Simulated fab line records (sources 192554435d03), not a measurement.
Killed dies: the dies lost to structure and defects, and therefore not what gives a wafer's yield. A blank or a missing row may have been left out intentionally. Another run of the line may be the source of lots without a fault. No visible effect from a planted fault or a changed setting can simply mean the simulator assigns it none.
Matching of chambers / flow n5Finfet / 4 sister chambers for N5_BEOL_M4_STRIP_19 on rieDiel-06
The step strips in O2. 8 wafers are shown with their chamber, then 7 later ones without.

EACH WAFER AND ITS CHAMBER
wafer=L077.4; chamber=3; showerheadPlenumPTorr (Torr)=2.11; drypumpMotorCurrentA (A)=5.33
wafer=L079.1; chamber=0; showerheadPlenumPTorr (Torr)=2.00; drypumpMotorCurrentA (A)=5.55
wafer=L079.3; chamber=3; showerheadPlenumPTorr (Torr)=2.11; drypumpMotorCurrentA (A)=5.34
wafer=L079.4; chamber=2; showerheadPlenumPTorr (Torr)=2.08; drypumpMotorCurrentA (A)=5.29
wafer=L079.5; chamber=2; showerheadPlenumPTorr (Torr)=2.08; drypumpMotorCurrentA (A)=5.26
wafer=L079.6; chamber=1; showerheadPlenumPTorr (Torr)=2.11; drypumpMotorCurrentA (A)=5.85
wafer=L089.1; chamber=0; showerheadPlenumPTorr (Torr)=1.98; drypumpMotorCurrentA (A)=5.50
wafer=L089.2; chamber=1; showerheadPlenumPTorr (Torr)=2.10; drypumpMotorCurrentA (A)=5.87

WAFERS WITHOUT THEIR CHAMBER
wafer=L089.6; showerheadPlenumPTorr (Torr)=1.98; drypumpMotorCurrentA (A)=5.53
wafer=L092.3; showerheadPlenumPTorr (Torr)=2.07; drypumpMotorCurrentA (A)=5.24
wafer=L092.4; showerheadPlenumPTorr (Torr)=2.07; drypumpMotorCurrentA (A)=5.25
wafer=L092.5; showerheadPlenumPTorr (Torr)=2.10; drypumpMotorCurrentA (A)=5.89
wafer=L097.1; showerheadPlenumPTorr (Torr)=1.98; drypumpMotorCurrentA (A)=5.55
wafer=L097.4; showerheadPlenumPTorr (Torr)=2.07; drypumpMotorCurrentA (A)=5.28
wafer=L097.6; showerheadPlenumPTorr (Torr)=2.07; drypumpMotorCurrentA (A)=5.25

EACH ONE'S CHAMBER
wafer=L089.6; from the rows above=0; in truth=0
wafer=L092.3; from the rows above=2; in truth=2
wafer=L092.4; from the rows above=2; in truth=2
wafer=L092.5; from the rows above=1; in truth=1
wafer=L097.1; from the rows above=0; in truth=0
wafer=L097.4; from the rows above=2; in truth=2
wafer=L097.6; from the rows above=2; in truth=2
Correctly placed: 7 of 7. Left unplaced by these rows: 0. Number placed wrongly: 0.
How it was worked out, from the rows above alone: a wafer's distance from a chamber is the root of the sum, over the readings, of the square of ((its reading less the chamber's mean) divided by the reading's scatter). The wafer belongs to the nearest chamber; if the next one is less than 2 further off, it can't be placed. The mean given for a chamber averages the wafers shown for that chamber. The scatter: the root of (the sum of the squares of (reading less its chamber's mean) over the shown wafers, divided by (wafers less chambers)).
